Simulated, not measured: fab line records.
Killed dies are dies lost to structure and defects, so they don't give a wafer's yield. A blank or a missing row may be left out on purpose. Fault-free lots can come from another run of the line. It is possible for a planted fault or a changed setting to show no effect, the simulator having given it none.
fab line records -- flow n5Finfet
record lots=10, wafers=29, lastDay=18
route steps=1938 shown HKMG_FIN@388 BEOL_M4@1111
lots that met no fault: taken from a fault-free run of the same line
startH: start of the lot's first displayed wafer, in hours after the record's first day -- waitH: how many hours have passed since the lot's step before this one -- " as in the row above -- L1.1+2: several wafers, shown together as one row -- - no value present, or no start provided -- * or withheld: withheld -- < > ~ a bound
route shown NAME@n: names a module that has steps shown in the file, with the first one's number in the route -- usual: mean/standard deviation taken from wafers without a fault -- same: alike in all rows -- chamber/n: place in a boat -- sites: each site's reading -- _std_site: standard deviation of those values -- _edge_site: mean of outer sites minus mean of inner sites -- radiusMm: how far each site lies from the wafer's centre -- mask NAME#n: copy n -- behind: the last tool/chamber to shape the wafer -- hold: reason for holding the lot/hours on hold/outcome of the hold -- device: which transistor (n, p or np) failed to switch -- end of line: at the end of the route, the tests of the same wafers -- a step without rows: its recipe alone -- killed: dies lost to structure and defects at the first sort, not the wafer's yield -- map: per-die view of a wafer (x killed, . not killed, _ where there is no die)
set.NAME: the setting that was run; set.NAME@STEP: the one run at that earlier step -- model.NAME: the simulator's own value behind a step, which no gauge read
the route's steps for a sample of lots (tables are steps, rows are wafers)
services: from which hour (startH, from the record's first day; less than 0 if before it) a tool's chamber was out of use, for how many hours, and why
## steps
# step N5_HKMG_FIN_ALD_74
# recipe material=La2O3, targetThkA=5, tempC=250, aldPrecursorFamily=La-Cp, aldCoReactant=O3, pulseTimeS=6, coReactantPulseTimeS=1, purgeTimeS=3, coReactantPurgeTimeS=3
# usual heaterPowerW=347/42, precursorPulseHeightRel=0.998/0.018, susceptorTempC=250.01/0.15
lot.wafer,tool,chamber,startH,waitH,heaterPowerW,precursorPulseHeightRel,susceptorTempC
L778.4,aldHk-01,0,71.17,0.1,389,0.997,250.08
L778.5,aldHk-01,1,71.17,0.1,369,1.051,249.93
L778.6,aldHk-01,2,71.17,0.1,317,0.961,249.74
L779.1,aldHk-02,2,75.44,0.2,411,1.020,249.79
L779.2,aldHk-02,1,75.44,0.2,266,0.984,250.06
L779.6,aldHk-02,1,75.44,0.2,274,0.984,250.01
L781.2,aldHk-02,1,89.71,0.2,273,0.994,250.07
L781.3,aldHk-02,0,89.71,0.2,341,1.024,250.37
L781.6,aldHk-02,3,89.71,0.2,311,1.024,249.78
L783.3,aldHk-02,3,102.32,0.1,320,1.017,249.71
L783.4,aldHk-02,2,102.32,0.1,407,1.013,249.89
L783.6,aldHk-02,0,102.32,0.1,326,0.996,249.65
L785.1,aldHk-03,2,113.00,0.2,365,1.017,250.00
L785.3,aldHk-03,3,113.00,0.2,346,0.971,249.91
L785.5,aldHk-03,3,113.00,0.2,343,0.978,250.10
L790.1,aldHk-03,1,142.18,0.2,347,0.991,250.02
L790.4,aldHk-03,0,142.18,0.2,376,0.996,250.10
L790.5,aldHk-03,1,142.18,0.2,363,1.026,250.03
L791.2,aldHk-03,2,151.50,0.2,365,1.014,250.22
L791.5,aldHk-03,3,151.50,0.2,345,1.016,249.98
L791.6,aldHk-03,0,151.50,0.2,377,1.025,249.98
L799.1,aldHk-02,1,199.66,0.2,283,1.016,250.08
L799.3,aldHk-02,2,199.66,0.2,413,1.031,250.00
L800.1,aldHk-01,2,204.82,0.2,317,0.973,249.85
L800.2,aldHk-01,0,204.82,0.2,397,0.993,250.07
L800.3,aldHk-01,3,204.82,0.2,336,0.986,250.14
L801.2,aldHk-02,2,208.58,0.2,411,0.995,250.16
L801.4,aldHk-02,3,208.58,0.2,317,1.010,249.92
L801.6,aldHk-02,1,208.58,0.2,281,0.977,250.12
# step N5_HKMG_FIN_CD_MEAS_49
# recipe targetCdNm=202, landingEnergyEv=500, detector=seInlens, polarity=opening
# usual cdNm=202.4/0.7
lot.wafer,tool,chamber,startH,waitH,cdNm
L778.4,cdSem-01,0,71.59,-,202.5
L778.5,cdSem-01,0,71.59,-,202.0
L778.6,cdSem-01,0,71.59,-,202.6
L779.1,cdSem-01,0,76.01,-,202.3
L779.2,cdSem-01,0,76.01,-,203.0
L779.6,cdSem-01,0,76.01,-,201.5
L781.2,cdSem-03,0,90.28,-,202.5
L781.3,cdSem-03,0,90.28,-,203.4
L781.6,cdSem-03,0,90.28,-,202.4
L783.3,cdSem-01,0,102.87,-,202.6
L783.4,cdSem-01,0,102.87,-,203.6
L783.6,cdSem-01,0,102.87,-,203.7
L785.1,cdSem-01,0,113.54,-,201.3
L785.3,cdSem-01,0,113.54,-,201.8
L785.5,cdSem-01,0,113.54,-,201.1
L790.1,cdSem-02,0,142.60,-,202.1
L790.4,cdSem-02,0,142.60,-,201.9
L790.5,cdSem-02,0,142.60,-,201.9
L791.2,cdSem-03,0,152.05,-,201.9
L791.5,cdSem-03,0,152.05,-,202.5
L791.6,cdSem-03,0,152.05,-,201.7
L799.1,cdSem-01,0,200.08,-,202.8
L799.3,cdSem-01,0,200.08,-,202.7
L800.1,cdSem-03,0,205.36,-,201.3
L800.2,cdSem-03,0,205.36,-,201.8
L800.3,cdSem-03,0,205.36,-,202.0
L801.2,cdSem-03,0,209.12,-,202.1
L801.4,cdSem-03,0,209.12,-,201.7
L801.6,cdSem-03,0,209.12,-,202.4
# step N5_HKMG_FIN_ETCH_58
# recipe chemistry=N2/H2, target=SOC, targetDepthA=2158, ionEnergyEv=50, biasW=13, timeS=741, pressureMtorr=30, sourceW=875, n2FlowSccm=200, h2FlowSccm=200
# usual drypumpMotorCurrentA=5.8/0.44, oesProductAu=0.76/0.083, rfFwdPowerW=874.1/2.6, rfVppV=99.1/0.92, showerheadPlenumPTorr=2.55/0.1, throttleValvePct=17.77/0.22
# same timeS=741
lot.wafer,tool,chamber,startH,waitH,drypumpMotorCurrentA,oesProductAu,rfFwdPowerW,rfHoursCounterH,rfVppV,showerheadPlenumPTorr,throttleValvePct
L778.4,rieDiel-05,0,71.97,0.0,6.6,0.85,875.1,66,100.2,2.70,17.83
L778.5,rieDiel-05,2,71.97,0.0,5.1,0.67,872.0,-,98.7,2.41,17.93
L778.6,rieDiel-05,1,71.97,0.0,5.6,0.73,871.7,-,100.3,2.43,17.69
L779.1,rieDiel-05,3,76.40,0.0,5.7,0.73,875.4,180,98.4,2.53,17.64
L779.2,rieDiel-05,0,76.40,0.0,6.6,0.84,875.9,67,99.3,2.70,17.84
L779.6,rieDiel-05,0,76.40,0.0,6.6,0.85,875.3,-,101.1,2.70,17.83
L781.2,rieDiel-03,0,91.16,0.0,5.8,0.72,875.2,180,99.5,2.63,17.32
L781.3,rieDiel-03,2,91.16,0.0,5.8,0.70,876.3,205,99.5,2.40,17.54
L781.6,rieDiel-03,0,91.16,0.0,5.8,0.71,873.5,-,99.0,2.63,17.32
L783.3,rieDiel-05,0,103.26,0.0,6.6,0.83,872.4,77,98.9,2.69,17.84
L783.4,rieDiel-05,1,103.26,0.0,5.6,0.71,871.1,-,99.7,2.42,17.71
L783.6,rieDiel-05,0,103.26,0.0,6.6,0.83,872.8,-,98.6,2.69,17.84
L785.1,rieDiel-05,1,113.93,0.0,5.6,0.71,875.0,183,98.3,2.42,17.71
L785.3,rieDiel-05,0,113.93,0.0,6.6,0.82,874.7,82,99.3,2.69,17.85
L785.5,rieDiel-05,0,113.93,0.0,6.6,0.83,868.9,-,99.4,2.69,17.85
L790.1,rieDiel-03,2,143.35,0.0,5.9,0.68,874.0,224,97.5,2.40,17.55
L790.4,rieDiel-03,1,143.35,0.0,5.8,0.90,874.7,16,98.3,2.61,17.95
L790.5,rieDiel-03,2,143.35,0.0,5.9,0.69,874.1,-,98.0,2.40,17.55
L791.2,rieDiel-04,0,152.68,0.0,6.4,0.71,875.8,229,99.7,2.59,18.35
L791.5,rieDiel-04,2,152.68,0.0,5.5,0.72,872.7,-,97.2,2.44,17.80
L791.6,rieDiel-04,3,152.68,0.0,5.7,0.70,871.6,-,98.7,2.61,17.93
L799.1,rieDiel-05,2,200.47,0.0,5.1,0.89,874.0,27,100.5,2.72,17.52
L799.3,rieDiel-05,1,200.47,0.0,5.6,0.68,878.2,214,98.5,2.41,17.78
L800.1,rieDiel-04,3,205.75,0.0,5.7,0.98,876.5,3,98.3,2.60,17.55
L800.2,rieDiel-04,2,205.75,0.0,5.5,0.71,870.8,192,98.0,2.43,17.83
L800.3,rieDiel-04,0,205.75,0.0,6.4,0.70,875.6,249,99.8,2.59,18.37
L801.2,rieDiel-05,1,209.51,0.0,5.6,0.68,876.8,217,98.8,2.41,17.79
L801.4,rieDiel-05,0,209.51,0.0,6.6,0.79,876.0,115,100.0,2.68,17.91
L801.6,rieDiel-05,0,209.51,0.0,6.6,0.79,876.9,-,98.8,2.68,17.92
# step N5_HKMG_FIN_PWFM_ALD_03
# recipe material=TiN, targetThkA=20, tempC=400, aldPrecursorFamily=TiCl4, aldCoReactant=NH3, pulseTimeS=1, purgeTimeS=3, coReactantPurgeTimeS=2, coReactantPulseTimeS=2, aldCycles=91, pressureTorr=3
# usual heaterPowerW=885/69, precursorPulseHeightRel=0.999/0.02, susceptorTempC=399.98/0.2
lot.wafer,tool,chamber,startH,waitH,heaterPowerW,precursorPulseHeightRel,susceptorTempC
L778.4,aldMetal-02,1,74.11,0.0,799,0.998,399.74
L778.5,aldMetal-02,3,74.11,0.0,1013,0.991,400.18
L778.6,aldMetal-02,2,74.11,0.0,871,0.990,399.60
L779.1,aldMetal-02,3,78.54,0.0,970,1.015,399.99
L779.2,aldMetal-02,1,78.54,0.0,778,1.002,399.80
L779.6,aldMetal-02,1,78.54,0.0,825,1.005,399.48
L781.2,aldMetal-04,1,93.34,0.0,837,1.029,399.92
L781.3,aldMetal-04,0,93.34,0.0,870,0.969,400.06
L781.6,aldMetal-04,2,93.34,0.0,863,1.004,399.97
L783.3,aldMetal-02,2,105.42,0.0,846,1.006,399.96
L783.4,aldMetal-02,0,105.42,0.0,855,0.985,390.61
L783.6,aldMetal-02,3,105.42,0.0,1010,0.995,399.87
L785.1,aldMetal-04,1,116.24,0.0,815,0.976,399.80
L785.3,aldMetal-04,2,116.24,0.0,898,1.026,399.78
L785.5,aldMetal-04,1,116.24,0.0,819,1.001,399.95
L790.1,aldMetal-02,0,145.51,0.0,852,0.972,390.87
L790.4,aldMetal-02,3,145.51,0.0,1010,1.011,400.09
L790.5,aldMetal-02,1,145.51,0.0,805,1.009,400.18
L791.2,aldMetal-04,3,154.85,0.0,1015,1.019,399.99
L791.5,aldMetal-04,1,154.85,0.0,821,1.005,400.05
L791.6,aldMetal-04,0,154.85,0.0,875,0.980,399.55
L799.1,aldMetal-02,3,202.64,0.0,990,1.003,400.11
L799.3,aldMetal-02,2,202.64,0.0,847,0.981,399.73
L800.1,aldMetal-04,2,208.01,0.0,874,1.017,399.57
L800.2,aldMetal-04,1,208.01,0.0,822,1.012,399.80
L800.3,aldMetal-04,0,208.01,0.0,899,0.993,400.06
L801.2,aldMetal-03,1,211.79,0.0,846,1.004,400.03
L801.4,aldMetal-03,0,211.79,0.0,820,1.015,400.17
L801.6,aldMetal-03,2,211.79,0.0,865,1.005,400.15
# step N5_BEOL_M4_RC_MEAS_101
# usual DIBL_N=36.5/1.8, DIBL_P=36.5/2.1, IOFF_N=0.17/0.031, IOFF_P=0.22/0.036, ION_N=677/11, ION_P=463/8, SS_N=71.6/0.61, SS_P=73.3/0.63, VT_N=249/3.1, VT_P=-250/3.3
lot.wafer,tool,chamber,startH,waitH,DIBL_N[mV/V],DIBL_P[mV/V],IOFF_N[nA/um],IOFF_P[nA/um],ION_N[uA/um],ION_P[uA/um],SS_N[mV/dec],SS_P[mV/dec],VT_N[mV],VT_P[mV]
L778.4,prober-02,0,166.55,0.5,33.8,32.6,0.12,0.15,655,446,71.0,72.9,253,-257
L778.5,prober-02,0,166.55,0.5,35.2,34.7,0.15,0.20,672,457,71.0,73.3,248,-250
L778.6,prober-02,0,166.55,0.5,33.9,32.7,0.13,0.16,659,447,70.7,71.9,253,-255
L779.1,prober-01,0,176.20,0.0,37.0,37.2,0.18,0.21,689,466,71.7,73.5,244,-254
L779.2,prober-01,0,176.20,0.0,34.9,34.1,0.14,0.16,662,451,70.4,72.6,251,-255
L779.6,prober-01,0,176.20,0.0,37.0,35.9,0.17,0.19,683,453,71.9,73.4,248,-254
L781.2,prober-02,0,182.71,0.2,40.8,41.5,0.23,0.26,683,462,72.8,74.2,245,-250
L781.3,prober-02,0,182.71,0.2,37.6,38.2,0.17,0.20,688,465,71.1,73.7,248,-253
L781.6,prober-02,0,182.71,0.2,37.2,36.6,0.15,0.18,675,454,71.1,73.3,251,-255
L783.3,prober-01,0,202.24,0.3,38.5,38.5,0.21,0.26,694,476,72.0,73.7,242,-245
L783.4,prober-01,0,202.24,0.3,34.7,34.7,0.14,0.18,681,464,71.0,72.8,250,-251
L783.6,prober-01,0,202.24,0.3,36.1,35.5,0.15,0.20,679,469,71.7,73.1,250,-249
L785.1,prober-01,0,211.96,0.0,36.8,35.8,0.16,0.21,675,460,71.4,73.3,248,-249
L785.3,prober-01,0,211.96,0.0,33.8,32.8,0.12,0.16,673,459,71.0,72.4,251,-254
L785.5,prober-01,0,211.96,0.0,35.6,34.7,0.15,0.19,670,461,71.0,72.5,249,-248
L790.1,prober-01,0,243.41,0.0,36.8,35.4,0.17,0.20,663,452,71.9,73.8,250,-251
L790.4,prober-01,0,243.41,0.0,37.6,35.9,0.19,0.24,664,454,72.6,73.5,248,-249
L790.5,prober-01,0,243.41,0.0,34.3,33.2,0.14,0.20,667,457,71.6,72.9,250,-249
L791.2,prober-02,0,247.60,0.2,38.1,37.8,0.17,0.20,675,452,72.2,73.4,251,-251
L791.5,prober-02,0,247.60,0.2,38.4,38.9,0.19,0.23,684,464,72.9,74.0,248,-251
L791.6,prober-02,0,247.60,0.2,34.5,34.7,0.12,0.16,672,462,71.4,73.6,252,-255
L799.1,prober-02,0,309.07,0.0,33.1,32.2,0.11,0.17,649,458,70.5,72.9,253,-252
L799.3,prober-02,0,309.07,0.0,36.2,36.9,0.17,0.22,664,463,72.0,72.4,251,-249
L800.1,prober-02,0,312.77,0.0,36.9,37.0,0.17,0.25,673,465,71.8,73.1,247,-246
L800.2,prober-02,0,312.77,0.0,38.9,39.9,0.21,0.29,687,476,72.7,73.8,247,-243
L800.3,prober-02,0,312.77,0.0,35.3,35.8,0.16,0.22,683,472,71.2,72.8,250,-248
L801.2,prober-01,0,335.20,0.2,37.0,35.4,0.15,0.20,662,456,72.7,72.6,253,-251
L801.4,prober-01,0,335.20,0.2,40.1,39.8,0.20,0.28,673,465,72.6,74.4,251,-245
L801.6,prober-01,0,335.20,0.2,38.5,38.1,0.18,0.25,667,461,71.9,73.8,248,-247
## services
tool,chamber,startH,hours,kind
rieDiel-04,2,53.58,6.0,repair
aldHk-03,-,56.93,1.1,repair
rieDiel-03,1,79.73,-,clean
rieDiel-03,1,79.73,-,consumableReplace:focusRing
rieDiel-03,1,79.73,17.7,scheduledDown
rieDiel-05,2,91.55,11.1,repair
rieDiel-05,2,102.69,-,clean
rieDiel-05,2,102.69,-,consumableReplace:focusRing
rieDiel-05,2,102.69,-,consumableReplace:showerhead
rieDiel-05,2,102.69,17.7,scheduledDown
rieDiel-05,2,102.69,17.7,ventCycle
aldMetal-04,-,115.48,0.6,repair
rieDiel-03,-,118.04,2.8,pm
rieDiel-04,2,122.02,1.8,repair
aldHk-02,-,136.85,0.7,repair
aldHk-03,-,140.36,1.6,repair
aldHk-03,-,157.04,2.8,pm
aldMetal-04,-,165.07,2.8,pm
rieDiel-05,0,166.50,3.8,repair
aldMetal-04,2,168.13,28.5,repair
rieDiel-05,3,168.28,4.5,repair
aldMetal-03,-,169.56,1.2,pm
aldMetal-03,-,174.16,14.6,pm
rieDiel-03,3,197.84,8.7,repair
## key
firstSign step=N5_HKMG_FIN_PWFM_ALD_03, reading=susceptorTempC, direction=down, sigmas=46, usual=*, struck=*
effect none on later readings
metAt N5_HKMG_FIN_PWFM_ALD_03
struckLots L783,L790
struckWafers L783.4,L790.1
notActingAt N5_HKMG_FIN_ALD_74,N5_HKMG_FIN_CD_MEAS_49,N5_HKMG_FIN_ETCH_58
fault kind=processParameterDrift, tool=aldMetal-02, chamber=0, onsetH=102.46, steps=N5_HKMG_FIN_PWFM_ALD_03, channel=tempC, offset=*, shape=step, endH=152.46, actsIn=*, stated=*
